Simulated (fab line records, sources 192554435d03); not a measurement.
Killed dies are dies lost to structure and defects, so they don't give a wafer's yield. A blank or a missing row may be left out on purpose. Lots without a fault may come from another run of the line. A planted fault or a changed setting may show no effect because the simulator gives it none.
Which tool did it? | flow n5_finfet | 12 lots, 35 wafers sampled, at 4 steps of a route of 1938

WHAT THE GAUGES READ, wafer by wafer
The record holds no reading of a measuring or inspecting step that can be judged against a usual standard deviation.

WHICH TOOL RAN EACH LOT (tool, then ch and the chambers of the sampled wafers, then the start)
lot  | N5_BEOL_M11_STRIP_77               | N5_PASSIVATION_PRE_CLEAN_19  | N5_PASSIVATION_DESCUM_32           | N5_PASSIVATION_PROBE_49
L875 | rie_diel-02 ch 1,3, day 10 14:06   | pvd_sputter-03, day 12 01:58 | rie_diel-06 ch 0,1,2, day 12 02:49 | -
L874 | rie_diel-03 ch 0,2,3, day 10 21:34 | pvd_sputter-02, day 12 16:33 | rie_diel-05 ch 1,2, day 12 17:23   | -
L873 | rie_diel-02 ch 1,2, day 10 23:05   | pvd_sputter-02, day 12 12:03 | rie_diel-04 ch 1,3, day 12 12:47   | -
L876 | rie_diel-03 ch 0,1,2, day 11 15:20 | pvd_sputter-03, day 13 11:45 | rie_diel-05 ch 0,2, day 13 12:39   | -
L877 | rie_diel-02 ch 2,3, day 11 18:05   | pvd_sputter-01, day 13 12:57 | rie_diel-05 ch 0, day 13 13:53     | -
L878 | rie_diel-01 ch 1,2, day 12 00:55   | pvd_sputter-01, day 13 15:15 | rie_diel-05 ch 0,1,2, day 13 16:28 | -
L879 | rie_diel-02 ch 0,3, day 12 03:07   | pvd_sputter-01, day 13 19:14 | rie_diel-05 ch 0,2, day 13 20:08   | -
L882 | rie_diel-03 ch 0,2,3, day 13 01:09 | pvd_sputter-01, day 14 14:07 | rie_diel-05 ch 0,1, day 14 14:49   | prober-02, day 14 20:29
L884 | rie_diel-03 ch 1,2,3, day 13 06:06 | pvd_sputter-02, day 15 01:34 | rie_diel-05 ch 1,2, day 15 02:23   | prober-02, day 15 07:23
L889 | rie_diel-02 ch 0,3, day 14 02:01   | pvd_sputter-01, day 15 16:21 | rie_diel-06 ch 1,2, day 15 17:03   | -
L892 | rie_diel-02 ch 0,2, day 15 06:45   | pvd_sputter-02, day 17 00:47 | rie_diel-06 ch 1,2,3, day 17 01:37 | -
L893 | rie_diel-02 ch 0,2, day 15 16:44   | pvd_sputter-03, day 17 05:50 | rie_diel-05 ch 1,2,3, day 17 06:41 | -
- N5_BEOL_M11_STRIP_77: strips in N2/H2, time 10 s.
- N5_PASSIVATION_PRE_CLEAN_19
- N5_PASSIVATION_DESCUM_32: chemistry O2, time 7.9 s.
- N5_PASSIVATION_PROBE_49

WHAT THE TOOLS THEMSELVES READ (means of the sampled wafers that have a number; where no wafer has one, the mark that the record gives instead)
N5_BEOL_M11_STRIP_77.
lot  | tool        | drypump_motor_current_A (A) | oes_product_au (a.u.) | rf_vpp_V (V) | showerhead_plenum_p_Torr (Torr) | throttle_valve_pct (%)
L875 | rie_diel-02 | 5.8                         | 0.68                  | 58.3         | 2.47                            | 24.3
L874 | rie_diel-03 | 6.4                         | 0.78                  | 59.2         | 2.60                            | 23.3
L873 | rie_diel-02 | 5.9                         | 0.72                  | 58.5         | 2.56                            | 24.1
L876 | rie_diel-03 | 6.1                         | 0.73                  | 58.7         | 2.54                            | 23.5
L877 | rie_diel-02 | 5.8                         | 0.71                  | 59.5         | 2.56                            | 24.3
L878 | rie_diel-01 | 5.6                         | 0.87                  | 59.6         | 2.52                            | 23.9
L879 | rie_diel-02 | 5.8                         | 0.76                  | 58.6         | 2.53                            | 24.2
L882 | rie_diel-03 | 6.4                         | 0.76                  | 59.5         | 2.60                            | 23.3
L884 | rie_diel-03 | 6.2                         | 0.76                  | 59.5         | 2.56                            | 23.6
L889 | rie_diel-02 | 5.9                         | 0.75                  | 58.8         | 2.53                            | 24.2
L892 | rie_diel-02 | 6.0                         | 0.76                  | 59.6         | 2.61                            | 24.0
L893 | rie_diel-02 | 6.0                         | 0.82                  | 59.7         | 2.61                            | 23.7

N5_PASSIVATION_PRE_CLEAN_19.
lot  | tool           | heater_power_w (W)
L875 | pvd_sputter-03 | 484
L874 | pvd_sputter-02 | 484
L873 | pvd_sputter-02 | 528
L876 | pvd_sputter-03 | 478
L877 | pvd_sputter-01 | 488
L878 | pvd_sputter-01 | 454
L879 | pvd_sputter-01 | 479
L882 | pvd_sputter-01 | 477
L884 | pvd_sputter-02 | 436
L889 | pvd_sputter-01 | 482
L892 | pvd_sputter-02 | 483
L893 | pvd_sputter-03 | 565

N5_PASSIVATION_DESCUM_32.
lot  | tool        | drypump_motor_current_A (A) | o2_flow_sccm (sccm) | oes_product_au (a.u.) | rf_vpp_V (V) | showerhead_plenum_p_Torr (Torr) | throttle_valve_pct (%)
L875 | rie_diel-06 | 5.4                         | 224.3               | 0.79                  | 242.2        | 2.09                            | 20.38
L874 | rie_diel-05 | 5.3                         | 224.4               | 0.86                  | 244.1        | 2.17                            | 20.35
L873 | rie_diel-04 | 6.0                         | 225.2               | 0.87                  | 243.0        | 2.11                            | 20.76
L876 | rie_diel-05 | 5.1                         | 225.4               | 0.84                  | 243.7        | 2.15                            | 20.32
L877 | rie_diel-05 | 4.8                         | 224.6               | 0.89                  | 245.2        | 2.24                            | 20.55
L878 | rie_diel-05 | 5.1                         | 224.9               | 0.86                  | 244.3        | 2.18                            | 20.40
L879 | rie_diel-05 | 5.0                         | 225.3               | 0.86                  | 244.4        | 2.20                            | 20.44
L882 | rie_diel-05 | 5.1                         | 224.7               | 0.85                  | 245.5        | 2.21                            | 20.50
L884 | rie_diel-05 | 5.3                         | 224.5               | 0.83                  | 243.3        | 2.16                            | 20.39
L889 | rie_diel-06 | 4.9                         | 224.2               | 0.86                  | 243.3        | 2.08                            | 20.24
L892 | rie_diel-06 | 5.2                         | 225.6               | 0.79                  | 242.5        | 2.10                            | 20.37
L893 | rie_diel-05 | 5.7                         | 225.3               | 0.82                  | 243.7        | 2.14                            | 20.35

N5_PASSIVATION_PROBE_49.
lot  | tool      | defect_limited_yield (%) | killed_at_M0_to_M3 | killed_at_M4_up | killed_at_contacts | killed_at_front_end | killed_at_other | killed_dies | killed_on_rim | killed_open | killed_short | sort_bin_4_leakage (%) | sort_bin_5_function (%) | sort_bin_6_memory (%) | sort_n_pass | sort_yield_pct (%)
L882 | prober-02 | 90.2                     | 43                 | 40              | 7                  | 22                  | 3               | 116         | 14            | 59          | 25           | 0.00                   | 5.4                     | 3.1                   | 1064        | 90.2
L884 | prober-02 | 90.8                     | 28                 | 42              | 8                  | 28                  | 2               | 108         | 16            | 47          | 26           | 0.03                   | 5.1                     | 2.9                   | 1072        | 90.8

THE ANSWER, worked out from the rows above alone
Rule: what is usual is taken from the lots themselves. Put in order of their means at a reading, lots are off if they are a third of the lots or fewer, leave a main group of 4 or more, and stand apart from it by a gap of 3 or more times the standard deviation of the main group's means; of several such gaps the widest counts. A main group whose means are all the same, to the digits that the tables above print for the reading, isn't used. A lot without any number at a reading at which 4 lots or more have one is off too. The other lots that the step has rows for count as sound. The gauges are gone through in route order, then the tools' own readings, and for those a lot's mean is taken as printed above. The first step at which some lot is off is used, and at that step the reading that is off furthest; a lot without a number counts as furthest.
No lot is off at any reading shown: from this, nothing can be told.

WHAT THE SIMULATOR HAD PUT IN
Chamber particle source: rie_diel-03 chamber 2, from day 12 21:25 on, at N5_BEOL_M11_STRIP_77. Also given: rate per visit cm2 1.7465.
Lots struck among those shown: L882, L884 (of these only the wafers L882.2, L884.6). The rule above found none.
